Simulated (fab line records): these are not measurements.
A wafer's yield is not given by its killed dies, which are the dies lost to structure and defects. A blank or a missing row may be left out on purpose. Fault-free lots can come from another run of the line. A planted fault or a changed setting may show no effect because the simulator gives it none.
fab line records	flow n5-finfet
[record] lots = 24	wafers = 72	last-day = 19
route steps=1938 shown BEOL_M6@1215 BEOL_M7@1267
lots that met no fault: from a run of the same line without faults
start-h: the number of hours between the record's first day and the start of the first shown wafer of the lot	wait-h: hours elapsed since this lot's preceding step	" unchanged from the row above	L1.1+2: a row that stands for several wafers	- no value, or no start was given	* or withheld: withheld	< > ~ a bound
route shown NAME@n: names a module that has steps shown in the file, with the first one's number in the route	usual: mean and standard deviation over wafers with no fault	same: alike in all rows	chamber/n: place in a boat	sites: readings site by site	_std_site: how widely they spread, as a standard deviation	_edge_site: inner sites' mean taken away from outer sites' mean	radius-mm: for every site, how far away it sits from the centre of the wafer	mask NAME#n: copy n	behind: tool/chamber where the wafer was last shaped	hold: cause of the lot's hold/its duration in hours/its outcome	device: which transistor (n, p or np) failed to switch	end of line: tests of these same wafers at the route's end	a step without rows: its recipe alone	killed: at the first sort, the dies lost to defects and structure; wafer yield is something else	map: the dies of a wafer, with x for killed, . for not killed, _ for no die there
set.NAME: the setting the step ran with; set.NAME@STEP: the setting that earlier step ran with	model.NAME: the simulator's own value behind a step, which no gauge read
a sample of lots followed through the steps of the route, with each step as a table and each wafer as a row
services: the hour from which a tool's chamber was out of use, counted from the record's first day as start-h (under 0 if before that day), plus the number of hours and why
[[steps]]
[step N5_BEOL_M6_HM_OPEN_17]
[recipe] chemistry = Cl2/BCl3	target-depth-a = 200	overetch-a = 60	target = TiN	mask-material = SOC	ion-energy-ev = 150	pressure-mtorr = 10	icp-w = 1000	bias-w = 126	Cl2_flow_sccm = 53.25	bcl3-flow-sccm = 21.75	Ar_flow_sccm = 25
[usual] drypump-motor-current-A = 5.8/0.36	oes-product-au = 0.64/0.1	throttle-valve-pct = 22.22/0.12
lot.wafer	tool	chamber	start-h	wait-h	drypump-motor-current-A	oes-product-au	rf-hours-counter-h	throttle-valve-pct
L074.3	rie-metal-01	0	217.87	0.1	5.6	0.87	-	22.22
L074.5	"	1	"	"	5.7	0.56	-	22.12
L074.6	"	0	"	"	5.5	0.86	-	22.21
L075.2	rie-metal-02	0	219.15	0.0	5.6	0.54	108	22.46
L075.3	"	1	"	"	5.3	0.57	-	22.44
L075.5	"	0	"	"	5.6	0.54	-	22.43
L076.1	rie-metal-03	0	222.12	0.0	6.3	0.61	70	22.19
L076.2	"	1	"	"	6.0	0.65	44	22.08
L076.6	"	0	"	"	6.4	0.59	-	22.22
L077.1	rie-metal-03	1	230.08	0.0	6.0	0.64	45	22.11
L077.2	"	0	"	"	6.4	0.59	71	22.25
L077.6	"	1	"	"	6.0	0.63	-	22.11
L078.1	rie-metal-01	1	235.50	0.0	5.7	0.55	103	22.14
L078.3	"	0	"	"	5.6	0.85	-	22.20
L078.4	"	1	"	"	5.7	0.55	-	22.14
L080.3	rie-metal-03	0	253.35	0.1	6.4	0.58	-	22.24
L080.5	"	1	"	"	6.0	0.64	-	22.09
L080.6	"	0	"	"	6.4	0.59	-	22.26
L079.1	rie-metal-03	0	256.17	0.0	6.4	0.60	72	22.24
L079.3	"	1	"	"	6.0	0.64	-	22.10
L079.6	"	1	"	"	6.0	0.64	-	22.10
L081.1	rie-metal-01	1	256.69	0.0	5.7	0.56	105	22.14
L081.2	"	0	"	"	5.6	0.82	3	22.21
L081.5	"	1	"	"	5.7	0.56	-	22.12
L082.1	rie-metal-02	1	261.52	0.0	5.3	0.58	85	22.41
L082.2	"	0	"	"	5.6	0.53	112	22.48
L082.6	"	0	"	"	5.6	0.53	-	22.46
L083.1	rie-metal-01	1	264.10	0.0	5.7	0.55	106	22.14
L083.2	"	0	"	"	5.6	0.82	3	22.23
L083.3	"	1	"	"	5.7	0.54	-	22.18
L084.1	rie-metal-01	0	268.62	0.0	5.5	0.81	4	22.22
L084.5	"	1	"	"	5.7	0.56	-	22.13
L084.6	"	0	"	"	5.6	0.81	-	22.23
L087.2	rie-metal-02	0	281.34	0.0	5.7	0.52	117	22.48
L087.5	"	0	"	"	5.6	0.52	-	22.48
L087.6	"	1	"	"	5.2	0.56	-	22.43
L085.1	rie-metal-01	0	292.14	0.0	5.6	0.79	6	22.23
L085.3	"	1	"	"	5.7	0.55	-	22.15
L085.6	"	1	"	"	5.7	0.55	-	22.15
L086.1	rie-metal-03	1	295.92	0.0	6.0	0.63	50	22.10
L086.3	"	1	"	"	6.0	0.64	-	22.13
L086.5	"	0	"	"	6.4	0.58	-	22.26
L089.1	rie-metal-03	1	301.08	0.0	6.0	0.63	50	22.10
L089.3	"	0	"	"	6.4	0.59	-	22.23
L089.6	"	0	"	"	6.4	0.59	-	22.23
L088.3	rie-metal-03	0	304.84	0.1	6.4	0.57	-	22.27
L088.5	"	1	"	"	6.0	0.62	-	22.12
L088.6	"	0	"	"	6.4	0.57	-	22.26
L091.1	rie-metal-01	1	306.36	0.0	5.7	0.55	110	22.14
L091.4	"	0	"	"	5.6	0.78	-	22.24
L091.6	"	1	"	"	5.7	0.55	-	22.15
L092.2	rie-metal-03	1	310.00	0.0	6.0	0.64	51	22.12
L092.3	"	0	"	"	6.4	0.58	-	22.25
L092.6	"	0	"	"	6.4	0.57	-	22.25
L090.1	rie-metal-03	1	320.56	0.0	6.0	0.63	52	22.12
L090.3	"	0	"	"	6.4	0.58	-	22.25
L090.5	"	0	"	"	6.4	0.58	-	22.25
L093.1	rie-metal-01	0	334.53	0.0	5.6	0.76	12	22.26
L093.3	"	0	"	"	5.6	0.77	-	22.24
L093.5	"	1	"	"	5.7	0.84	-	21.95
L095.1	rie-metal-02	1	334.78	0.0	5.3	0.56	95	22.43
L095.4	"	1	"	"	5.2	0.57	-	22.44
L095.6	"	0	"	"	5.7	0.84	-	22.33
L094.1	rie-metal-02	1	343.46	0.0	5.2	0.57	96	22.41
L094.2	"	0	"	"	5.6	0.83	3	22.31
L094.5	"	1	"	"	5.3	0.56	-	22.42
L096.1	rie-metal-03	1	360.28	0.0	6.0	0.61	55	22.12
L096.3	"	0	"	"	6.4	0.57	-	22.26
L096.4	"	1	"	"	6.0	0.62	-	22.14
L097.1	rie-metal-03	0	361.70	0.0	6.4	0.57	81	22.26
L097.3	"	0	"	"	6.4	0.57	-	22.28
L097.6	"	1	"	"	6.0	0.61	-	22.14
[step N5_BEOL_M6_CURE_75]
[recipe] temp-c = 370	time-s = 120	ambient = DMADMS/He	material = SiCOH_lowk
[usual] lamp-power-pct = 52.31/0.055	wafer_temp_C_max = 371.4/0.62
lot.wafer	tool	chamber	start-h	wait-h	lamp-power-pct	wafer_temp_C_max
L074.3	uv-cure-03	2	221.17	0.1	52.40	371.3
L074.5	"	2	"	"	52.39	371.2
L074.6	"	2	"	"	52.30	370.7
L075.2	uv-cure-02	1	221.73	0.1	52.36	371.1
L075.3	"	1	"	"	52.24	371.5
L075.5	"	1	"	"	52.25	371.4
L076.1	uv-cure-02	0	224.49	0.0	52.32	371.9
L076.2	"	0	"	"	52.25	372.3
L076.6	"	0	"	"	52.30	372.1
L077.1	uv-cure-01	2	232.27	0.0	52.34	371.1
L077.2	"	2	"	"	52.32	371.5
L077.6	"	2	"	"	52.29	371.3
L078.1	uv-cure-01	0	238.25	0.0	52.24	373.0
L078.3	"	0	"	"	52.34	372.3
L078.4	"	0	"	"	52.34	372.8
L080.3	uv-cure-02	1	254.72	0.2	52.24	371.0
L080.5	"	1	"	"	52.28	370.8
L080.6	"	1	"	"	52.32	371.4
L079.1	uv-cure-02	0	257.87	0.0	52.29	372.0
L079.3	"	0	"	"	52.41	371.9
L079.6	"	0	"	"	52.32	371.5
L081.1	uv-cure-02	0	258.31	0.0	52.26	371.4
L081.2	"	0	"	"	52.36	371.6
L081.5	"	0	"	"	52.28	371.5
L082.1	uv-cure-03	2	264.56	1.3	52.28	371.1
L082.2	"	2	"	"	52.20	370.8
L082.6	"	2	"	"	52.32	370.9
L083.1	uv-cure-02	1	267.58	0.1	52.33	371.2
L083.2	"	1	"	"	52.17	371.0
L083.3	"	1	"	"	52.33	371.1
L084.1	uv-cure-02	1	270.33	0.2	52.26	371.3
L084.5	"	1	"	"	52.29	371.5
L084.6	"	1	"	"	52.32	371.0
L087.2	uv-cure-02	1	283.81	0.2	52.28	372.2
L087.5	"	1	"	"	52.23	371.3
L087.6	"	1	"	"	52.38	371.4
L085.1	uv-cure-03	0	294.63	0.0	52.35	371.3
L085.3	"	0	"	"	52.34	371.4
L085.6	"	0	"	"	52.36	372.1
L086.1	uv-cure-01	0	297.71	0.1	52.37	373.2
L086.3	"	0	"	"	52.24	373.2
L086.5	"	0	"	"	52.20	373.1
L089.1	uv-cure-02	2	304.65	0.0	52.34	371.8
L089.3	"	2	"	"	52.32	371.5
L089.6	"	2	"	"	52.36	371.4
L091.1	uv-cure-03	0	310.40	0.0	52.36	371.5
L091.4	"	0	"	"	52.45	371.8
L091.6	"	0	"	"	52.25	371.5
L088.3	uv-cure-01	2	311.03	0.1	52.27	370.7
L088.5	"	2	"	"	52.34	370.5
L088.6	"	2	"	"	52.32	370.6
L092.2	uv-cure-03	2	311.68	0.2	52.42	371.0
L092.3	"	2	"	"	52.25	371.0
L092.6	"	2	"	"	52.39	371.0
L090.1	uv-cure-03	1	324.27	0.0	52.25	371.4
L090.3	"	1	"	"	52.29	370.9
L090.5	"	1	"	"	52.34	371.4
L093.1	uv-cure-03	2	335.94	0.0	52.30	371.5
L093.3	"	2	"	"	52.24	371.3
L093.5	"	2	"	"	52.27	370.8
L095.1	uv-cure-03	1	336.72	0.4	52.27	371.1
L095.4	"	1	"	"	52.34	371.4
L095.6	"	1	"	"	52.34	371.7
L094.1	uv-cure-01	2	345.78	0.0	52.39	371.1
L094.2	"	2	"	"	52.23	370.8
L094.5	"	2	"	"	52.23	371.1
L096.1	uv-cure-03	0	365.67	0.1	52.29	371.3
L096.3	"	0	"	"	52.32	371.4
L096.4	"	0	"	"	52.30	371.8
L097.1	uv-cure-03	0	365.97	0.1	52.36	371.7
L097.3	"	0	"	"	52.33	372.0
L097.6	"	0	"	"	52.37	371.8
[step N5_BEOL_M6_PRE_CLEAN_45]
[recipe] gas = H2/He	time-s = 30	temp-c = 250
[usual] heater-power-w = 338/35
lot.wafer	tool	chamber	start-h	wait-h	heater-power-w
L074.3	pvd-sputter-02	-	221.60	0.0	426
L074.5	"	-	"	"	299
L074.6	"	-	"	"	419
L075.2	pvd-sputter-03	-	222.44	0.0	333
L075.3	"	-	"	"	303
L075.5	"	-	"	"	329
L076.1	pvd-sputter-01	-	225.17	0.0	393
L076.2	"	-	"	"	324
L076.6	"	-	"	"	387
L077.1	pvd-sputter-03	-	234.25	0.0	348
L077.2	"	-	"	"	328
L077.6	"	-	"	"	316
L078.1	pvd-sputter-02	-	238.65	0.0	338
L078.3	"	-	"	"	289
L078.4	"	-	"	"	291
L080.3	pvd-sputter-03	-	255.48	0.0	330
L080.5	"	-	"	"	313
L080.6	"	-	"	"	347
L079.1	pvd-sputter-03	-	258.32	0.0	346
L079.3	"	-	"	"	310
L079.6	"	-	"	"	305
L081.1	pvd-sputter-03	-	258.84	0.0	313
L081.2	"	-	"	"	321
L081.5	"	-	"	"	312
L082.1	pvd-sputter-03	-	267.16	0.0	332
L082.2	"	-	"	"	303
L082.6	"	-	"	"	345
L083.1	pvd-sputter-01	-	268.06	0.0	368
L083.2	"	-	"	"	323
L083.3	"	-	"	"	366
L084.1	pvd-sputter-03	-	271.26	0.0	323
L084.5	"	-	"	"	311
L084.6	"	-	"	"	356
L087.2	pvd-sputter-03	-	284.39	0.0	330
L087.5	"	-	"	"	354
L087.6	"	-	"	"	314
L085.1	pvd-sputter-03	-	295.27	0.0	315
L085.3	"	-	"	"	311
L085.6	"	-	"	"	321
L086.1	pvd-sputter-02	-	298.29	0.0	290
L086.3	"	-	"	"	411
L086.5	"	-	"	"	290
L089.1	pvd-sputter-02	-	305.26	0.0	291
L089.3	"	-	"	"	341
L089.6	"	-	"	"	348
L091.1	pvd-sputter-02	-	310.76	0.0	295
L091.4	"	-	"	"	291
L091.6	"	-	"	"	346
L088.3	pvd-sputter-02	-	311.62	0.0	289
L088.5	"	-	"	"	349
L088.6	"	-	"	"	300
L092.2	pvd-sputter-01	-	311.99	0.0	328
L092.3	"	-	"	"	385
L092.6	"	-	"	"	371
L090.1	pvd-sputter-02	-	324.87	0.0	410
L090.3	"	-	"	"	339
L090.5	"	-	"	"	288
L093.1	pvd-sputter-03	-	336.42	0.0	365
L093.3	"	-	"	"	304
L093.5	"	-	"	"	359
L095.1	pvd-sputter-03	-	338.44	0.0	353
L095.4	"	-	"	"	362
L095.6	"	-	"	"	310
L094.1	pvd-sputter-01	-	347.05	0.0	363
L094.2	"	-	"	"	371
L094.5	"	-	"	"	383
L096.1	pvd-sputter-01	-	366.27	0.0	386
L096.3	"	-	"	"	334
L096.4	"	-	"	"	365
L097.1	pvd-sputter-01	-	366.35	0.0	368
L097.3	"	-	"	"	358
L097.6	"	-	"	"	320
[step N5_BEOL_M6_SPUTTER_48]
[recipe] material = Cu	target-thk-a = 100	temp-c = -20	bias-v = 60	power-w = 26000	chamber-pressure-pa = 0.13	time-s = 1.667
[usual] substrate-temp-c = -20.00/0.096	throttle-valve-pct = 30.0/0.93
lot.wafer	tool	chamber	start-h	wait-h	substrate-temp-c	throttle-valve-pct
L074.3	pvd-sputter-02	-	222.30	0.2	-20.11	31.4
L074.5	"	-	"	"	-20.20	31.3
L074.6	"	-	"	"	-20.07	29.7
L075.2	pvd-sputter-03	-	224.68	0.1	-19.99	30.0
L075.3	"	-	"	"	-19.87	30.1
L075.5	"	-	"	"	-19.97	30.0
L076.1	pvd-sputter-01	-	225.80	0.1	-20.02	32.1
L076.2	"	-	"	"	-20.03	29.3
L076.6	"	-	"	"	-19.98	30.1
L077.1	pvd-sputter-01	-	234.81	0.1	-19.99	29.3
L077.2	"	-	"	"	-19.92	28.7
L077.6	"	-	"	"	-19.96	28.7
L078.1	pvd-sputter-02	-	240.75	0.1	-19.93	29.8
L078.3	"	-	"	"	-20.15	29.6
L078.4	"	-	"	"	-19.91	30.4
L080.3	pvd-sputter-03	-	257.80	0.1	-20.00	30.1
L080.5	"	-	"	"	-20.10	29.8
L080.6	"	-	"	"	-20.08	30.7
L079.1	pvd-sputter-02	-	259.11	0.1	-19.79	29.6
L079.3	"	-	"	"	-19.96	30.9
L079.6	"	-	"	"	-20.17	30.5
L081.1	pvd-sputter-01	-	260.52	0.9	-20.17	31.5
L081.2	"	-	"	"	-20.07	28.8
L081.5	"	-	"	"	-20.16	28.9
L082.1	pvd-sputter-01	-	268.20	0.1	-20.05	30.1
L082.2	"	-	"	"	-19.99	29.6
L082.6	"	-	"	"	-20.09	28.8
L083.1	pvd-sputter-01	-	268.66	0.1	-19.96	30.2
L083.2	"	-	"	"	-19.95	32.1
L083.3	"	-	"	"	-20.02	28.8
L084.1	pvd-sputter-01	-	271.88	0.1	-19.91	30.1
L084.5	"	-	"	"	-20.07	29.7
L084.6	"	-	"	"	-20.00	28.5
L087.2	pvd-sputter-03	-	286.67	1.5	-19.85	30.0
L087.5	"	-	"	"	-19.91	29.9
L087.6	"	-	"	"	-20.11	31.0
L085.1	pvd-sputter-03	-	296.29	0.3	-19.89	28.3
L085.3	"	-	"	"	-20.05	29.5
L085.6	"	-	"	"	-20.09	30.6
L086.1	pvd-sputter-01	-	299.57	0.4	-20.03	28.9
L086.3	"	-	"	"	-20.18	29.3
L086.5	"	-	"	"	-20.00	29.5
L089.1	pvd-sputter-02	-	305.84	0.1	-19.83	29.6
L089.3	"	-	"	"	-19.99	30.1
L089.6	"	-	"	"	-20.11	29.7
L091.1	pvd-sputter-01	-	311.32	0.1	-19.80	30.2
L091.4	"	-	"	"	-19.97	28.9
L091.6	"	-	"	"	-19.91	28.7
L088.3	pvd-sputter-02	-	312.16	0.1	-20.14	31.2
L088.5	"	-	"	"	-19.97	31.1
L088.6	"	-	"	"	-20.02	29.7
L092.2	pvd-sputter-03	-	312.95	0.1	-19.90	29.9
L092.3	"	-	"	"	-20.08	31.2
L092.6	"	-	"	"	-19.95	29.9
L090.1	pvd-sputter-03	-	325.88	0.1	-20.06	30.0
L090.3	"	-	"	"	-20.01	28.4
L090.5	"	-	"	"	-20.14	30.8
L093.1	pvd-sputter-02	-	338.27	0.1	-20.10	31.1
L093.3	"	-	"	"	-19.80	29.9
L093.5	"	-	"	"	-19.93	29.6
L095.1	pvd-sputter-03	-	339.12	0.2	-19.98	28.6
L095.4	"	-	"	"	-19.78	30.1
L095.6	"	-	"	"	-19.98	28.4
L094.1	pvd-sputter-03	-	348.93	1.0	-19.94	30.7
L094.2	"	-	"	"	-19.95	28.4
L094.5	"	-	"	"	-19.83	29.6
L096.1	pvd-sputter-02	-	367.04	0.1	-20.02	31.1
L096.3	"	-	"	"	-19.93	30.5
L096.4	"	-	"	"	-20.03	30.0
L097.1	pvd-sputter-02	-	367.12	0.1	-20.04	31.3
L097.3	"	-	"	"	-19.90	29.5
L097.6	"	-	"	"	-19.99	29.5
[step N5_BEOL_M6_ANNEAL_51]
[recipe] temp-c = 225	time-s = 90	ambient = N2
[usual] anneal-temp-c = 224.99/0.16	wafer_temp_C_max = 226.25/0.24
lot.wafer	tool	chamber	start-h	wait-h	anneal-temp-c	wafer_temp_C_max
L074.3	rtp-anneal-02	0	223.12	0.5	224.94	226.09
L074.5	"	0	"	"	225.16	226.03
L074.6	"	0	"	"	224.96	226.27
L075.2	rtp-anneal-01	0	224.93	0.1	224.55	226.37
L075.3	"	0	"	"	225.03	226.12
L075.5	"	0	"	"	225.07	225.88
L076.1	rtp-anneal-01	0	226.03	0.1	224.88	226.05
L076.2	"	0	"	"	224.97	226.01
L076.6	"	0	"	"	224.77	226.30
L077.1	rtp-anneal-01	0	236.01	1.1	224.89	225.93
L077.2	"	0	"	"	224.88	226.36
L077.6	"	0	"	"	224.72	225.98
L078.1	rtp-anneal-02	0	241.05	0.2	224.90	226.50
L078.3	"	0	"	"	224.98	226.31
L078.4	"	0	"	"	224.76	226.08
L080.3	rtp-anneal-02	0	258.10	0.1	224.95	226.36
L080.5	"	0	"	"	225.01	226.42
L080.6	"	0	"	"	225.16	225.98
L079.1	rtp-anneal-02	0	259.32	0.1	224.98	226.64
L079.3	"	0	"	"	225.30	226.02
L079.6	"	0	"	"	225.09	226.38
L081.1	rtp-anneal-01	0	260.75	0.1	225.07	226.10
L081.2	"	0	"	"	225.12	225.80
L081.5	"	0	"	"	225.06	226.34
L082.1	rtp-anneal-01	0	268.46	0.1	224.83	226.27
L082.2	"	0	"	"	224.81	226.00
L082.6	"	0	"	"	225.08	226.54
L083.1	rtp-anneal-02	0	269.07	0.3	224.95	226.26
L083.2	"	0	"	"	224.98	225.93
L083.3	"	0	"	"	225.07	226.33
L084.1	rtp-anneal-01	0	272.09	0.1	225.16	226.53
L084.5	"	0	"	"	225.03	226.09
L084.6	"	0	"	"	224.76	226.25
L087.2	rtp-anneal-02	0	286.93	0.1	224.89	225.90
L087.5	"	0	"	"	225.02	225.92
L087.6	"	0	"	"	224.86	225.96
L085.1	rtp-anneal-02	0	296.56	0.1	225.08	226.65
L085.3	"	0	"	"	225.08	226.39
L085.6	"	0	"	"	225.05	225.73
L086.1	rtp-anneal-02	0	300.97	1.3	224.93	226.21
L086.3	"	0	"	"	224.88	226.11
L086.5	"	0	"	"	225.11	225.94
L089.1	rtp-anneal-01	0	306.46	0.4	225.25	226.42
L089.3	"	0	"	"	225.23	226.22
L089.6	"	0	"	"	224.89	226.32
L091.1	rtp-anneal-02	0	311.62	0.2	224.80	226.09
L091.4	"	0	"	"	225.00	226.11
L091.6	"	0	"	"	224.70	225.95
L088.3	rtp-anneal-01	0	312.47	0.1	224.96	226.40
L088.5	"	0	"	"	225.14	225.89
L088.6	"	0	"	"	225.23	226.10
L092.2	rtp-anneal-01	0	313.39	0.3	224.77	226.39
L092.3	"	0	"	"	225.20	225.95
L092.6	"	0	"	"	225.18	225.88
L090.1	rtp-anneal-01	0	327.24	1.2	225.12	226.30
L090.3	"	0	"	"	224.84	226.22
L090.5	"	0	"	"	224.86	226.16
L093.1	rtp-anneal-01	0	338.96	0.5	225.00	226.38
L093.3	"	0	"	"	225.10	226.30
L093.5	"	0	"	"	224.98	226.06
L095.1	rtp-anneal-01	0	339.34	0.1	224.67	226.24
L095.4	"	0	"	"	224.99	226.32
L095.6	"	0	"	"	224.74	226.94
L094.1	rtp-anneal-01	0	349.14	0.1	224.93	225.81
L094.2	"	0	"	"	225.11	226.52
L094.5	"	0	"	"	225.12	226.15
L096.1	rtp-anneal-01	0	368.33	1.2	224.87	226.71
L096.3	"	0	"	"	224.90	226.57
L096.4	"	0	"	"	224.81	226.47
L097.1	rtp-anneal-02	0	368.49	1.2	225.16	226.53
L097.3	"	0	"	"	224.67	226.09
L097.6	"	0	"	"	224.81	226.41
[step N5_BEOL_M7_HM_DEP_02]
[recipe] material = TiN	target-thk-a = 200	temp-c = 25	chamber-pressure-pa = 0.49996
[usual] substrate-temp-c = 25.00/0.11	throttle-valve-pct = 30.0/1
lot.wafer	tool	chamber	start-h	wait-h	substrate-temp-c	throttle-valve-pct
L074.3	pvd-sputter-03	-	225.16	0.7	24.92	28.3
L074.5	"	-	"	"	24.94	28.3
L074.6	"	-	"	"	25.07	30.2
L075.2	pvd-sputter-01	-	227.88	1.6	24.95	30.2
L075.3	"	-	"	"	25.20	29.3
L075.5	"	-	"	"	24.84	31.5
L076.1	pvd-sputter-03	-	228.17	0.7	24.87	29.9
L076.2	"	-	"	"	24.96	29.7
L076.6	"	-	"	"	25.00	28.4
L077.1	pvd-sputter-03	-	237.99	0.6	24.77	28.6
L077.2	"	-	"	"	25.00	29.8
L077.6	"	-	"	"	25.15	30.3
L078.1	pvd-sputter-02	-	244.37	1.9	25.03	31.2
L078.3	"	-	"	"	25.03	29.7
L078.4	"	-	"	"	25.11	29.6
L080.3	pvd-sputter-03	-	260.72	1.3	24.89	28.4
L080.5	"	-	"	"	25.03	30.9
L080.6	"	-	"	"	25.06	30.1
L079.1	pvd-sputter-01	-	262.64	1.4	24.88	29.3
L079.3	"	-	"	"	25.07	28.6
L079.6	"	-	"	"	25.12	32.1
L081.1	pvd-sputter-03	-	263.68	0.6	24.95	30.9
L081.2	"	-	"	"	25.12	28.4
L081.5	"	-	"	"	24.97	30.2
L082.1	pvd-sputter-01	-	271.22	1.3	24.96	28.7
L082.2	"	-	"	"	25.13	30.1
L082.6	"	-	"	"	24.92	28.8
L083.1	pvd-sputter-03	-	271.58	0.5	25.02	28.3
L083.2	"	-	"	"	25.01	30.0
L083.3	"	-	"	"	25.12	30.1
L084.1	pvd-sputter-02	-	276.74	3.2	25.03	31.1
L084.5	"	-	"	"	25.08	29.7
L084.6	"	-	"	"	24.99	29.7
L087.2	pvd-sputter-02	-	290.82	2.5	24.92	30.9
L087.5	"	-	"	"	24.93	29.7
L087.6	"	-	"	"	25.02	29.4
L085.1	pvd-sputter-01	-	299.65	1.7	25.00	31.8
L085.3	"	-	"	"	25.14	30.1
L085.6	"	-	"	"	24.88	28.6
L086.1	pvd-sputter-02	-	303.86	1.3	25.08	31.1
L086.3	"	-	"	"	24.82	29.8
L086.5	"	-	"	"	25.04	29.6
L089.1	pvd-sputter-01	-	308.90	1.0	24.91	31.9
L089.3	"	-	"	"	24.78	30.1
L089.6	"	-	"	"	24.96	31.9
L091.1	pvd-sputter-03	-	313.75	0.7	24.98	29.9
L091.4	"	-	"	"	24.96	28.4
L091.6	"	-	"	"	25.15	29.9
L088.3	pvd-sputter-01	-	314.92	1.1	24.80	30.0
L088.5	"	-	"	"	25.00	29.3
L088.6	"	-	"	"	25.00	31.5
L092.2	pvd-sputter-01	-	315.68	0.9	25.06	28.8
L092.3	"	-	"	"	24.87	29.4
L092.6	"	-	"	"	24.79	30.0
L090.1	pvd-sputter-01	-	330.21	1.3	24.97	30.2
L090.3	"	-	"	"	24.89	31.8
L090.5	"	-	"	"	25.05	30.0
L093.1	pvd-sputter-01	-	342.01	1.4	24.88	29.6
L093.3	"	-	"	"	25.20	31.9
L093.5	"	-	"	"	25.03	29.5
L095.1	pvd-sputter-03	-	342.17	0.9	25.29	31.0
L095.4	"	-	"	"	25.00	28.3
L095.6	"	-	"	"	25.06	28.2
L094.1	pvd-sputter-01	-	352.97	1.9	24.97	28.6
L094.2	"	-	"	"	24.87	30.0
L094.5	"	-	"	"	24.81	30.1
L097.1	pvd-sputter-02	-	373.33	3.3	25.03	30.5
L097.3	"	-	"	"	24.97	29.7
L097.6	"	-	"	"	25.12	29.8
L096.1	pvd-sputter-01	-	373.33	3.2	25.26	28.9
L096.3	"	-	"	"	24.94	32.0
L096.4	"	-	"	"	24.98	30.2
[[services]]
tool	chamber	start-h	hours	kind
uv-cure-02	-	198.68	9.2	pm
rie-metal-01	-	236.50	1.4	pm
uv-cure-02	-	260.18	6.9	repair
rie-metal-02	1	264.88	4.3	repair
rie-metal-02	-	274.27	0.4	repair
rie-metal-02	0	288.18	-	clean
rie-metal-02	0	288.18	23.2	scheduled-down
rie-metal-02	0	288.18	23.2	vent-cycle
rie-metal-01	1	308.57	-	clean
rie-metal-01	1	308.57	18.6	scheduled-down
rie-metal-01	1	308.57	18.6	vent-cycle
uv-cure-01	-	329.99	7.1	pm
uv-cure-03	-	352.18	1.0	pm
uv-cure-02	-	355.46	7.5	pm
uv-cure-01	-	363.33	5.0	pm
uv-cure-01	-	368.33	7.5	pm
[[key]]
fault none
